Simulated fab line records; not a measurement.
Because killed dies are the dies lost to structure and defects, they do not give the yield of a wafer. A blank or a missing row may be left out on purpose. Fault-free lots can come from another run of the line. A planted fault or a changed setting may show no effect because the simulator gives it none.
fab line records -- flow n5_finfet -- part 1 of 2: steps 1 to 25 of 36
record: lots: 5, wafers: 15, last_day: 18
route steps=1938 shown WELL_APT@46 PMOS_HMC_CHANNEL_EPI@57
lots with no fault: from the same line, run without faults
start_h: start of the lot's first displayed wafer, in hours after the record's first day -- wait_h: time in hours since the lot's previous step -- " as in the row above -- L1.1+2: a row that stands for several wafers -- - no value present, or no start provided -- * or withheld: withheld -- < > ~ a bound
route shown NAME@n: a module of which the file shows steps, and the number in the route of the first -- usual: the fault-free wafers' mean and standard deviation -- same: alike in all rows -- chamber/n: place in a boat -- sites: the reading at each site -- _std_site: the standard deviation of these -- _edge_site: inner sites' mean taken away from outer sites' mean -- radius_mm: for every site, how far away it sits from the centre of the wafer -- mask NAME#n: copy n -- behind: the last tool/chamber to shape the wafer -- hold: why the lot was held/for how many hours/how that ended -- device: names the non-switching transistor (n, p or np) -- end of line: at the end of the route, the tests of the same wafers -- where a step has no rows: the recipe by itself -- killed: dies lost to structure and defects at the first sort, not the wafer's yield -- map: the dies of a wafer, with x for killed, . for not killed, _ for no die there
set.NAME: the setting that was run; set.NAME@STEP: the one run at that earlier step -- model.NAME: the simulator's own value behind a step, which no gauge read
lots at selected steps of the route; one table per step, one row per wafer
services: the hour from which a tool's chamber was out of use, counted from the record's first day as start_h (under 0 if before that day), plus the number of hours and why
== steps ==
step: N5_WELL_APT_DESCUM_30
recipe: chemistry: O2, time_s: 7.9, source_power_w: 50, bias_power_w: 20, pressure_mtorr: 20, rf_frequency_hz: 2.712e+07, temp_c: 40, o2_flow_sccm: 225
usual: drypump_motor_current_A: 5.9/0.37, oes_product_au: 0.79/0.11, rf_vpp_V: 243.6/1.2, showerhead_plenum_p_Torr: 2.13/0.057, throttle_valve_pct: 20.52/0.29
lot.wafer,tool,chamber,start_h,wait_h,drypump_motor_current_A,oes_product_au,rf_hours_counter_h,rf_vpp_V,showerhead_plenum_p_Torr,throttle_valve_pct
L083.2,rie_diel-06,3,69.06,0.1,5.3,0.72,156,243.9,2.08,20.66
L083.3,rie_diel-06,1,69.06,0.1,6.5,0.69,226,244.8,2.17,21.01
L083.6,rie_diel-06,0,69.06,0.1,6.2,0.65,-,241.9,2.06,20.85
L084.1,rie_diel-02,0,74.94,0.0,6.0,0.93,16,244.4,2.14,20.15
L084.4,rie_diel-02,2,74.94,0.0,6.2,0.98,5,243.3,2.15,20.05
L084.5,rie_diel-02,0,74.94,0.0,6.0,0.93,-,243.6,2.14,20.16
L087.3,rie_diel-02,1,94.84,1.5,5.5,0.75,172,244.7,2.18,20.75
L087.4,rie_diel-02,0,94.84,1.5,6.0,0.92,-,242.9,2.14,20.15
L087.6,rie_diel-02,2,94.84,1.5,6.2,0.95,-,243.1,2.14,20.05
L091.2,rie_diel-01,1,117.03,0.0,6.1,0.71,230,243.5,2.08,20.68
L091.3,rie_diel-01,0,117.03,0.0,6.0,0.90,27,244.3,2.23,20.32
L091.6,rie_diel-01,0,117.03,0.0,6.0,0.90,-,246.2,2.23,20.33
L096.1,rie_diel-06,2,147.02,0.0,5.7,0.90,30,243.0,2.04,20.25
L096.2,rie_diel-06,3,147.02,0.0,5.4,0.70,193,243.3,2.07,20.70
L096.6,rie_diel-06,3,147.02,0.0,5.4,0.70,-,243.9,2.07,20.70
step: N5_WELL_APT_IMPLANT_31
recipe: species: B, energy_kev: 60, dose_cm2: 1.5e+13, tilt_deg: 0, rotation_deg: 0
lot.wafer,tool,chamber,start_h,wait_h
L083.2+3+6,implanter-01,0,69.19,0.1
L084.1+4+5,implanter-01,0,75.04,0.1
L087.3+4+6,implanter-02,0,95.00,0.1
L091.2+3+6,implanter-02,0,117.16,0.1
L096.1+2+6,implanter-02,0,147.12,0.1
step: N5_WELL_APT_IMPLANT_32
recipe: species: BF2, energy_kev: 50, dose_cm2: 2e+13, tilt_deg: 0, rotation_deg: 0
lot.wafer,tool,chamber,start_h,wait_h
L083.2+3+6,implanter-01,0,69.37,0.1
L084.1+4+5,implanter-01,0,75.22,0.1
L087.3+4+6,implanter-02,0,95.18,0.1
L091.2+3+6,implanter-02,0,117.34,0.1
L096.1+2+6,implanter-02,0,147.30,0.1
step: N5_WELL_APT_STRIP_33
recipe: chemistry: SPM, time_s: 900, temp_c: 130, h2so4_h2o2_vol_ratio: 4, dry: ipa_marangoni
lot.wafer,tool,chamber,start_h,wait_h
L083.2+3+6,wet_bench-03,"5,7,6",69.54,0.1
L084.1+4+5,wet_bench-01,"0,3,6",75.43,0.2
L087.3+4+6,wet_bench-03,"2,3,5",95.32,0.1
L091.2+3+6,wet_bench-01,"7,0,6",117.53,0.2
L096.1+2+6,wet_bench-03,"7,3,5",147.52,0.2
step: N5_WELL_APT_RTA_34
recipe: temp_c: 1000, time_s: 10, ambient: N2, idle_temp_c: 600, ramp_up_c_per_s: 150, ramp_down_c_per_s: 60, cool_to_c: 600
usual: anneal_temp_c_max: 1006.1/2.8, lamp_power_pct: 13.01/0.05, wafer_temp_C_max: 1003.5/1.1
lot.wafer,tool,chamber,start_h,wait_h,anneal_temp_c_max,lamp_power_pct,wafer_temp_C_max
L083.2,rtp_anneal-02,0,69.84,0.0,1004.3,13.02,1001.8
L083.3,rtp_anneal-02,0,69.84,0.0,1004.2,12.96,1003.3
L083.6,rtp_anneal-02,0,69.84,0.0,1003.3,13.00,1001.1
L084.1,rtp_anneal-02,0,75.74,0.1,1002.7,13.06,1004.9
L084.4,rtp_anneal-02,0,75.74,0.1,1004.5,12.98,1004.6
L084.5,rtp_anneal-02,0,75.74,0.1,1003.8,12.99,1002.2
L087.3,rtp_anneal-01,0,95.82,0.2,1008.7,12.96,1003.0
L087.4,rtp_anneal-01,0,95.82,0.2,1007.8,12.91,1004.6
L087.6,rtp_anneal-01,0,95.82,0.2,1008.5,13.03,1003.2
L091.2,rtp_anneal-02,0,117.82,0.0,1003.2,12.98,1003.1
L091.3,rtp_anneal-02,0,117.82,0.0,1004.2,13.08,1002.1
L091.6,rtp_anneal-02,0,117.82,0.0,1004.9,12.95,1003.8
L096.1,rtp_anneal-02,0,147.80,0.0,1003.1,12.94,1004.8
L096.2,rtp_anneal-02,0,147.80,0.0,1003.5,13.05,1003.9
L096.6,rtp_anneal-02,0,147.80,0.0,1005.4,13.08,1003.2
step: N5_WELL_APT_OXIDE_STRIP_42
recipe: chemistry: dHF, dilution: 25:1, time_s: 45, temp_c: 25, target: SiO2, target_depth_a: 120
lot.wafer,tool,chamber,start_h,wait_h
L083.2+3+6,wet_bench-03,"3,0,4",69.96,0.1
L084.1+4+5,wet_bench-04,"4,5,1",75.90,0.1
L087.3+4+6,wet_bench-03,"4,5,1",95.92,0.1
L091.2+3+6,wet_bench-04,"4,5,3",117.95,0.1
L096.1+2+6,wet_bench-01,"2,3,6",147.96,0.1
step: N5_WELL_APT_PRECLEAN_36
recipe: chemistry: O3/DIW, time_s: 45, temp_c: 22, o3_ppm: 10
usual: o3_ppm: 10.01/0.1
lot.wafer,tool,chamber,start_h,wait_h,o3_ppm
L083.2,wet_bench-03,3,69.98,0.0,9.92
L083.3,wet_bench-03,0,69.98,0.0,10.06
L083.6,wet_bench-03,4,69.98,0.0,9.91
L084.1,wet_bench-04,4,75.91,0.0,9.94
L084.4,wet_bench-04,5,75.91,0.0,10.04
L084.5,wet_bench-04,1,75.91,0.0,9.95
L087.3,wet_bench-03,4,95.94,0.0,10.10
L087.4,wet_bench-03,5,95.94,0.0,10.03
L087.6,wet_bench-03,1,95.94,0.0,10.11
L091.2,wet_bench-04,4,117.96,0.0,9.88
L091.3,wet_bench-04,5,117.96,0.0,10.01
L091.6,wet_bench-04,3,117.96,0.0,10.05
L096.1,wet_bench-01,2,147.97,0.0,10.16
L096.2,wet_bench-01,3,147.97,0.0,10.11
L096.6,wet_bench-01,6,147.97,0.0,10.00
step: N5_WELL_APT_PRECLEAN_39
recipe: chemistry: dHF, time_s: 60, dilution: 150:1, temp_c: 25
lot.wafer,tool,chamber,start_h,wait_h
L083.2+3+6,wet_bench-03,"3,0,4",69.99,0.0
L084.1+4+5,wet_bench-04,"4,5,1",75.93,0.0
L087.3+4+6,wet_bench-03,"4,5,1",95.95,0.0
L091.2+3+6,wet_bench-04,"4,5,3",117.98,0.0
L096.1+2+6,wet_bench-01,"2,3,6",147.98,0.0
step: N5_WELL_APT_SRD_37
recipe: dry: ipa_marangoni, do_ppb: 5, time_s: 30, temp_c: 23, rinse_liquid: diw
lot.wafer,tool,chamber,start_h,wait_h
L083.2+3+6,wet_bench-03,"3,0,4",70.01,0.0
L084.1+4+5,wet_bench-04,"4,5,1",75.94,0.0
L087.3+4+6,wet_bench-03,"4,5,1",95.97,0.0
L091.2+3+6,wet_bench-04,"4,5,3",117.99,0.0
L096.1+2+6,wet_bench-01,"2,3,6",148.00,0.0
step: N5_WELL_APT_EPI_41
recipe: material: Si, target_thk_a: 500, temp_c: 650, precursor: SiH4/H2, pressure_torr: 20, time_s: 297.7
usual: throttle_valve_pct: 11.8/0.34
lot.wafer,tool,chamber,start_h,wait_h,throttle_valve_pct
L083.2,epi_rpcvd-04,0,70.19,0.2,11.5
L083.3,epi_rpcvd-04,0,70.19,0.2,11.6
L083.6,epi_rpcvd-04,0,70.19,0.2,11.4
L084.1,epi_rpcvd-03,0,75.99,0.0,11.9
L084.4,epi_rpcvd-03,0,75.99,0.0,12.2
L084.5,epi_rpcvd-03,0,75.99,0.0,12.3
L087.3,epi_rpcvd-04,0,96.22,0.2,11.4
L087.4,epi_rpcvd-04,0,96.22,0.2,11.5
L087.6,epi_rpcvd-04,0,96.22,0.2,11.5
L091.2,epi_rpcvd-04,0,118.18,0.2,11.5
L091.3,epi_rpcvd-04,0,118.18,0.2,11.6
L091.6,epi_rpcvd-04,0,118.18,0.2,11.6
L096.1,epi_rpcvd-04,0,148.05,0.0,11.4
L096.2,epi_rpcvd-04,0,148.05,0.0,11.5
L096.6,epi_rpcvd-04,0,148.05,0.0,11.5
step: N5_WELL_APT_INSPECT_38
recipe: inspect_instrument: darkfield, mode: post_epi
usual: raw_defect_count: 12/4.8
lot.wafer,tool,chamber,start_h,wait_h,raw_defect_count
L083.2,defect_inspect-01,-,70.89,0.6,8
L083.3,defect_inspect-01,-,70.89,0.6,6
L083.6,defect_inspect-01,-,70.89,0.6,6
L084.1,defect_inspect-02,-,77.09,0.9,12
L084.4,defect_inspect-02,-,77.09,0.9,7
L084.5,defect_inspect-02,-,77.09,0.9,5
L087.3,defect_inspect-02,-,96.65,0.3,12
L087.4,defect_inspect-02,-,96.65,0.3,11
L087.6,defect_inspect-02,-,96.65,0.3,12
L091.2,defect_inspect-01,-,118.88,0.6,13
L091.3,defect_inspect-01,-,118.88,0.6,14
L091.6,defect_inspect-01,-,118.88,0.6,10
L096.1,defect_inspect-01,-,148.69,0.5,16
L096.2,defect_inspect-01,-,148.69,0.5,7
L096.6,defect_inspect-01,-,148.69,0.5,8
step: N5_PMOS_HMC_CHANNEL_EPI_HM_DEP_34
recipe: material: SiO2, target_thk_a: 360, temp_c: 400, precursor: TEOS/O2, pressure_torr: 6.5, rf_w: 900, teos_flow_sccm: 161.4, gas: O2, flow_sccm: 2650, time_s: 6.9
usual: heater_power_w: 586/140, showerhead_plenum_p_Torr: 8.334/0.019, throttle_valve_pct: 18.6/0.65
lot.wafer,tool,chamber,start_h,wait_h,heater_power_w,showerhead_plenum_p_Torr,throttle_valve_pct
L083.2,pecvd-04,1,70.93,0.0,396,8.336,18.4
L083.3,pecvd-04,0,70.93,0.0,504,8.347,18.6
L083.6,pecvd-04,1,70.93,0.0,416,8.328,18.4
L084.1,pecvd-01,1,77.13,0.0,804,8.298,19.0
L084.4,pecvd-01,2,77.13,0.0,789,8.319,17.5
L084.5,pecvd-01,0,77.13,0.0,732,8.354,19.1
L087.3,pecvd-04,1,96.69,0.0,331,8.311,18.5
L087.4,pecvd-04,0,96.69,0.0,484,8.341,18.5
L087.6,pecvd-04,1,96.69,0.0,337,8.337,18.3
L091.2,pecvd-02,2,118.91,0.0,541,8.332,17.1
L091.3,pecvd-02,0,118.91,0.0,476,8.352,18.3
L091.6,pecvd-02,2,118.91,0.0,541,8.337,17.1
L096.1,pecvd-01,0,148.72,0.0,686,8.375,19.0
L096.2,pecvd-01,1,148.72,0.0,793,8.309,19.0
L096.6,pecvd-01,0,148.72,0.0,706,8.355,18.8
step: N5_PMOS_HMC_CHANNEL_EPI_COAT_31
recipe: resist: BARC, temp_c: 205, time_s: 60, spin_rpm: 1500, resist_thk_nm: 66
lot.wafer,tool,chamber,start_h,wait_h
L083.2+3+6,litho_track-01,0,70.98,0.0
L084.1+4+5,litho_track-01,0,77.20,0.1
L087.3+4+6,litho_track-03,0,96.75,0.0
L091.2+3+6,litho_track-05,0,118.97,0.0
L096.1+2+6,litho_track-03,0,148.78,0.0
step: N5_PMOS_HMC_CHANNEL_EPI_COAT_03
recipe: resist: CAR-ArF-block, spin_rpm: 1500, resist_thk_nm: 205
lot.wafer,tool,chamber,start_h,wait_h
L083.2+3+6,litho_track-01,0,-,-
L084.1+4+5,litho_track-01,0,-,-
L087.3+4+6,litho_track-03,0,-,-
L091.2+3+6,litho_track-05,0,-,-
L096.1+2+6,litho_track-03,0,-,-
step: N5_PMOS_HMC_CHANNEL_EPI_EBR_05
recipe: solvent: PGMEA, ebr_width_mm: 1.5
lot.wafer,tool,chamber,start_h,wait_h
L083.2+3+6,litho_track-01,0,-,-
L084.1+4+5,litho_track-01,0,-,-
L087.3+4+6,litho_track-03,0,-,-
L091.2+3+6,litho_track-05,0,-,-
L096.1+2+6,litho_track-03,0,-,-
step: N5_PMOS_HMC_CHANNEL_EPI_SOFTBAKE_04
recipe: temp_c: 110, time_s: 60, resist: CAR-ArF-block
lot.wafer,tool,chamber,start_h,wait_h
L083.2+3+6,litho_track-01,0,-,-
L084.1+4+5,litho_track-01,0,-,-
L087.3+4+6,litho_track-03,0,-,-
L091.2+3+6,litho_track-05,0,-,-
L096.1+2+6,litho_track-03,0,-,-
step: N5_PMOS_HMC_CHANNEL_EPI_EXPOSE_06
recipe: mask_id: PMOS_HMC_BLK, na: 1.35, source_shape: conventional, sigma_outer: 0.8, polarization: unpolarized, target_cd_nm: 240, dose_mj: 41
lot.wafer,tool,chamber,start_h,wait_h,mask
L083.2+3+6,arfi_scanner-03,0,71.21,-,PMOS_HMC_BLK#0
L084.1+4+5,arfi_scanner-02,0,77.42,-,PMOS_HMC_BLK#0
L087.3+4+6,arfi_scanner-02,0,96.98,-,PMOS_HMC_BLK#0
L091.2+3+6,arfi_scanner-03,0,119.20,-,PMOS_HMC_BLK#0
L096.1+2+6,arfi_scanner-02,0,149.01,-,PMOS_HMC_BLK#0
step: N5_PMOS_HMC_CHANNEL_EPI_PEB_07
recipe: peb_temp_c: 110, peb_time_s: 60, resist: CAR-ArF-block
lot.wafer,tool,chamber,start_h,wait_h
L083.2+3+6,litho_track-01,0,71.27,0.0
L084.1+4+5,litho_track-01,0,77.48,0.1
L087.3+4+6,litho_track-05,0,97.03,0.0
L091.2+3+6,litho_track-05,0,119.25,0.0
L096.1+2+6,litho_track-01,0,149.06,0.1
step: N5_PMOS_HMC_CHANNEL_EPI_DEVELOP_08
recipe: develop_time_s: 30, developer: TMAH, resist: CAR-ArF-block, dev_temp_c: 23, rinse_liquid: diw, dry: air_spin
lot.wafer,tool,chamber,start_h,wait_h
L083.2+3+6,litho_track-01,0,-,-
L084.1+4+5,litho_track-01,0,-,-
L087.3+4+6,litho_track-05,0,-,-
L091.2+3+6,litho_track-05,0,-,-
L096.1+2+6,litho_track-01,0,-,-
step: N5_PMOS_HMC_CHANNEL_EPI_CD_MEAS_09
recipe: target_cd_nm: 237.4, landing_energy_ev: 500, detector: se_inlens
usual: cd_nm: 237.6/1
same: landing_energy_ev: 500
lot.wafer,tool,chamber,start_h,wait_h,cd_nm
L083.2,cd_sem-01,0,71.33,-,236.4
L083.3,cd_sem-01,0,71.33,-,237.0
L083.6,cd_sem-01,0,71.33,-,236.9
L084.1,cd_sem-03,0,77.55,-,237.4
L084.4,cd_sem-03,0,77.55,-,238.9
L084.5,cd_sem-03,0,77.55,-,237.4
L087.3,cd_sem-01,0,97.10,-,236.6
L087.4,cd_sem-01,0,97.10,-,236.7
L087.6,cd_sem-01,0,97.10,-,236.8
L091.2,cd_sem-01,0,119.32,-,238.5
L091.3,cd_sem-01,0,119.32,-,239.4
L091.6,cd_sem-01,0,119.32,-,239.4
L096.1,cd_sem-01,0,149.13,-,237.3
L096.2,cd_sem-01,0,149.13,-,238.2
L096.6,cd_sem-01,0,149.13,-,238.5
step: N5_PMOS_HMC_CHANNEL_EPI_OVL_MEAS_10
recipe: points_per_wafer: 44
usual: PMOS_HMC_BLK_OVL: -0.1/0.73
lot.wafer,tool,chamber,start_h,wait_h,PMOS_HMC_BLK_OVL[nm]
L083.2,overlay-02,0,71.36,0.0,-0.6
L083.3,overlay-02,0,71.36,0.0,-0.3
L083.6,overlay-02,0,71.36,0.0,-0.7
L084.1,overlay-02,0,77.58,0.0,-0.4
L084.4,overlay-02,0,77.58,0.0,0.8
L084.5,overlay-02,0,77.58,0.0,-0.3
L087.3,overlay-02,0,97.13,0.0,0.6
L087.4,overlay-02,0,97.13,0.0,0.7
L087.6,overlay-02,0,97.13,0.0,0.8
L091.2,overlay-01,0,119.35,0.0,1.0
L091.3,overlay-01,0,119.35,0.0,-0.3
L091.6,overlay-01,0,119.35,0.0,0.9
L096.1,overlay-02,0,149.16,0.0,0.1
L096.2,overlay-02,0,149.16,0.0,0.7
L096.6,overlay-02,0,149.16,0.0,0.3
step: N5_PMOS_HMC_CHANNEL_EPI_INSPECT_11
recipe: mode: adi, inspect_instrument: macro
usual: raw_defect_count: 2.0/1.4
lot.wafer,tool,chamber,start_h,wait_h,raw_defect_count
L083.2,defect_inspect-02,-,71.39,0.0,1
L083.3,defect_inspect-02,-,71.39,0.0,0
L083.6,defect_inspect-02,-,71.39,0.0,0
L084.1,defect_inspect-02,-,77.60,0.0,1
L084.4,defect_inspect-02,-,77.60,0.0,3
L084.5,defect_inspect-02,-,77.60,0.0,0
L087.3,defect_inspect-02,-,97.15,0.0,1
L087.4,defect_inspect-02,-,97.15,0.0,1
L087.6,defect_inspect-02,-,97.15,0.0,2
L091.2,defect_inspect-02,-,119.37,0.0,0
L091.3,defect_inspect-02,-,119.37,0.0,0
L091.6,defect_inspect-02,-,119.37,0.0,3
L096.1,defect_inspect-02,-,149.18,0.0,2
L096.2,defect_inspect-02,-,149.18,0.0,2
L096.6,defect_inspect-02,-,149.18,0.0,4
step: N5_PMOS_HMC_CHANNEL_EPI_DESCUM_14
recipe: chemistry: O2, time_s: 7.9, source_power_w: 50, bias_power_w: 20, pressure_mtorr: 20, rf_frequency_hz: 2.712e+07, temp_c: 40, resist: CAR-ArF-block, o2_flow_sccm: 225
usual: drypump_motor_current_A: 5.6/0.41, oes_product_au: 0.77/0.082, rf_vpp_V: 243.1/1.3, showerhead_plenum_p_Torr: 2.10/0.078, throttle_valve_pct: 20.48/0.27
lot.wafer,tool,chamber,start_h,wait_h,drypump_motor_current_A,oes_product_au,rf_hours_counter_h,rf_vpp_V,showerhead_plenum_p_Torr,throttle_valve_pct
L083.2,rie_diel-03,1,71.42,0.0,4.9,0.69,227,243.1,2.16,20.63
L083.3,rie_diel-03,3,71.42,0.0,5.9,0.69,243,243.7,2.14,20.50
L083.6,rie_diel-03,1,71.42,0.0,4.9,0.70,-,242.5,2.16,20.64
L084.1,rie_diel-05,3,77.64,0.0,5.4,0.86,49,242.5,2.14,20.61
L084.4,rie_diel-05,2,77.64,0.0,5.8,0.77,-,244.8,2.13,20.68
L084.5,rie_diel-05,3,77.64,0.0,5.4,0.87,-,243.9,2.14,20.60
L087.3,rie_diel-04,0,97.92,0.8,6.3,0.91,19,243.6,2.03,20.46
L087.4,rie_diel-04,2,97.92,0.8,5.0,0.76,151,241.9,2.00,20.32
L087.6,rie_diel-04,1,97.92,0.8,5.0,0.69,-,242.3,2.05,20.39
L091.2,rie_diel-05,2,119.41,0.0,5.8,0.76,121,242.9,2.12,20.70
L091.3,rie_diel-05,0,119.41,0.0,6.0,0.97,9,242.4,2.06,19.99
L091.6,rie_diel-05,3,119.41,0.0,5.4,0.84,-,243.2,2.14,20.62
L096.1,rie_diel-04,1,149.22,0.0,5.0,0.68,226,241.5,2.04,20.40
L096.2,rie_diel-04,3,149.22,0.0,5.4,0.88,25,245.2,2.24,19.92
L096.6,rie_diel-04,0,149.22,0.0,6.3,0.86,-,242.0,2.03,20.46
step: N5_PMOS_HMC_CHANNEL_EPI_ETCH_32
recipe: chemistry: N2/H2, target: BARC, stop_on: SiO2, target_depth_a: 858, over_etch_frac: 0.3, time_s: 50.3, ion_energy_ev: 200, mask_material: CAR-ArF-block, pressure_mtorr: 30, source_w: 840, bias_w: 150, n2_flow_sccm: 200, h2_flow_sccm: 200
usual: drypump_motor_current_A: 5.6/0.41, oes_product_au: 0.66/0.066, rf_vpp_V: 523.9/2.6, showerhead_plenum_p_Torr: 2.54/0.088, throttle_valve_pct: 17.89/0.27
lot.wafer,tool,chamber,start_h,wait_h,drypump_motor_current_A,oes_product_au,rf_hours_counter_h,rf_vpp_V,showerhead_plenum_p_Torr,throttle_valve_pct
L083.2,rie_diel-03,1,71.46,0.0,4.9,0.60,227,525.7,2.64,18.31
L083.3,rie_diel-03,3,71.46,0.0,5.9,0.60,243,526.0,2.58,17.80
L083.6,rie_diel-03,1,71.46,0.0,4.9,0.60,-,526.7,2.64,18.30
L084.1,rie_diel-05,3,77.67,0.0,5.4,0.73,49,525.9,2.57,17.84
L084.4,rie_diel-05,2,77.67,0.0,5.8,0.67,-,524.4,2.56,18.04
L084.5,rie_diel-05,3,77.67,0.0,5.4,0.73,-,524.3,2.57,17.84
L087.3,rie_diel-04,0,97.95,0.0,6.3,0.77,19,523.4,2.50,18.08
L087.4,rie_diel-04,2,97.95,0.0,5.0,0.66,151,520.5,2.45,17.90
L087.6,rie_diel-04,1,97.95,0.0,5.1,0.59,-,524.2,2.50,17.80
L091.2,rie_diel-05,2,119.44,0.0,5.8,0.66,121,525.1,2.55,18.06
L091.3,rie_diel-05,0,119.44,0.0,6.1,0.83,9,522.8,2.51,17.46
L091.6,rie_diel-05,3,119.44,0.0,5.4,0.72,-,525.2,2.56,17.84
L096.1,rie_diel-04,1,149.25,0.0,5.0,0.59,226,522.5,2.49,17.83
L096.2,rie_diel-04,3,149.25,0.0,5.4,0.76,25,527.9,2.72,17.39
L096.6,rie_diel-04,0,149.25,0.0,6.3,0.74,-,522.1,2.49,18.10
step: N5_PMOS_HMC_CHANNEL_EPI_HM_OPEN_15
recipe: chemistry: CHF3/O2, target: SiO2, mask_material: CAR-ArF-block, target_depth_a: 406, CHF3_flow_sccm: 50, O2_flow_sccm: 5, Ar_flow_sccm: 200, time_s: 20.3, pressure_mtorr: 30, source_w: 650, bias_w: 170, ion_energy_ev: 200
usual: drypump_motor_current_A: 5.6/0.41, oes_f_703_au: 0.77/0.085, oes_product_au: 0.77/0.081, rf_vpp_V: 525/11, showerhead_plenum_p_Torr: 2.41/0.079, throttle_valve_pct: 18.92/0.23
lot.wafer,tool,chamber,start_h,wait_h,drypump_motor_current_A,oes_f_703_au,oes_product_au,rf_hours_counter_h,rf_vpp_V,showerhead_plenum_p_Torr,throttle_valve_pct
L083.2,rie_diel-03,1,71.50,0.0,4.9,0.72,0.71,227,520,2.48,19.09
L083.3,rie_diel-03,3,71.50,0.0,5.9,0.69,0.70,243,541,2.48,19.10
L083.6,rie_diel-03,1,71.50,0.0,4.9,0.71,0.70,-,521,2.48,19.09
L084.1,rie_diel-05,3,77.71,0.0,5.4,0.87,0.86,49,506,2.44,18.92
L084.4,rie_diel-05,2,77.71,0.0,5.8,0.77,0.77,-,528,2.43,19.02
L084.5,rie_diel-05,3,77.71,0.0,5.4,0.88,0.86,-,507,2.44,18.92
L087.3,rie_diel-04,0,98.00,0.0,6.3,0.94,0.92,19,513,2.35,18.96
L087.4,rie_diel-04,2,98.00,0.0,5.0,0.79,0.77,151,518,2.32,18.86
L087.6,rie_diel-04,1,98.00,0.0,5.0,0.67,0.69,-,539,2.38,18.98
L091.2,rie_diel-05,2,119.48,0.0,5.8,0.76,0.76,121,528,2.43,19.04
L091.3,rie_diel-05,0,119.48,0.0,6.1,0.96,0.97,9,524,2.38,18.47
L091.6,rie_diel-05,3,119.48,0.0,5.4,0.86,0.85,-,506,2.44,18.95
L096.1,rie_diel-04,1,149.30,0.0,5.0,0.67,0.67,226,538,2.38,19.01
L096.2,rie_diel-04,3,149.30,0.0,5.4,0.87,0.88,25,531,2.57,18.39
L096.6,rie_diel-04,0,149.30,0.0,6.3,0.90,0.87,-,512,2.34,18.99
